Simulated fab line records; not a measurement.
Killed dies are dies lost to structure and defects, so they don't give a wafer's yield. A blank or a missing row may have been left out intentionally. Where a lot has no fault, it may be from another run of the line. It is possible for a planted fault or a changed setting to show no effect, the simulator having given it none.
Matching of chambers + flow n5Finfet + N5_BEOL_M0_ALD_136 on aldMetal-04: 4 sister chambers
The step deposits TaN, pulse time 2 s, purge time 3 s, co reactant purge time 2 s. 24 wafers are shown with their chamber, then 12 later ones without.

WAFERS PAIRED WITH THEIR CHAMBERS
| wafer  | chamber | heaterPowerW (W) |
|--------|---------|------------------|
| L075.3 | 0       | 438              |
| L075.4 | 1       | 389              |
| L075.6 | 3       | 432              |
| L078.1 | 3       | 436              |
| L078.2 | 2       | 409              |
| L078.4 | 1       | 389              |
| L079.4 | 3       | 443              |
| L079.5 | 2       | 409              |
| L079.6 | 1       | 384              |
| L082.4 | 3       | 438              |
| L082.5 | 2       | 398              |
| L082.6 | 1       | 391              |
| L085.1 | 3       | 430              |
| L085.4 | 1       | 373              |
| L085.5 | 0       | 428              |
| L088.3 | 0       | 436              |
| L088.4 | 2       | 406              |
| L088.5 | 2       | 401              |
| L089.3 | 0       | 434              |
| L089.5 | 1       | 375              |
| L089.6 | 0       | 432              |
| L090.1 | 2       | 387              |
| L090.4 | 1       | 380              |
| L090.5 | 3       | 419              |

SIGNATURES (means of the wafers above)
| reading      | chamber 0 | chamber 1 | chamber 2 | chamber 3 | scatter within a chamber |
|--------------|-----------|-----------|-----------|-----------|--------------------------|
| heaterPowerW | 433.60    | 383.00    | 401.67    | 433.00    | 7.3                      |
Rule: a wafer's distance from a chamber is the root of the sum, over the readings, of the square of ((its reading less the chamber's mean) divided by the reading's scatter). The wafer belongs to the nearest chamber; if the next one is less than 2 further off, it can't be placed. How the scatter is found: for the shown wafers, subtract from each reading the mean of its chamber, square and add these, divide the total by (wafers less chambers), then take the root.

WAFERS WITH NO CHAMBER GIVEN
| wafer  | heaterPowerW (W) |
|--------|------------------|
| L091.2 | 402              |
| L091.3 | 426              |
| L091.4 | 436              |
| L092.2 | 390              |
| L092.5 | 415              |
| L092.6 | 430              |
| L094.1 | 444              |
| L094.4 | 377              |
| L094.6 | 385              |
| L096.3 | 399              |
| L096.4 | 390              |
| L096.5 | 394              |

THE CHAMBER EACH PASSED THROUGH
| wafer  | from the rows above          | in truth |
|--------|------------------------------|----------|
| L091.2 | 2                            | 2        |
| L091.3 | can't be placed: 3 or 0      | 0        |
| L091.4 | can't be placed: 0 or 3      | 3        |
| L092.2 | can't be placed: 1 or 2      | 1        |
| L092.5 | can't be placed: 2 or 3 or 0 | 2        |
| L092.6 | can't be placed: 3 or 0      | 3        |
| L094.1 | can't be placed: 0 or 3      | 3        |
| L094.4 | 1                            | 1        |
| L094.6 | 1                            | 1        |
| L096.3 | can't be placed: 2 or 1      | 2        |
| L096.4 | can't be placed: 1 or 2      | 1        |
| L096.5 | can't be placed: 2 or 1      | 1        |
Placed correctly: 3 of 12. Not placeable from these rows: 9 (in 9, the candidates include the true chamber). Number placed wrongly: 0.
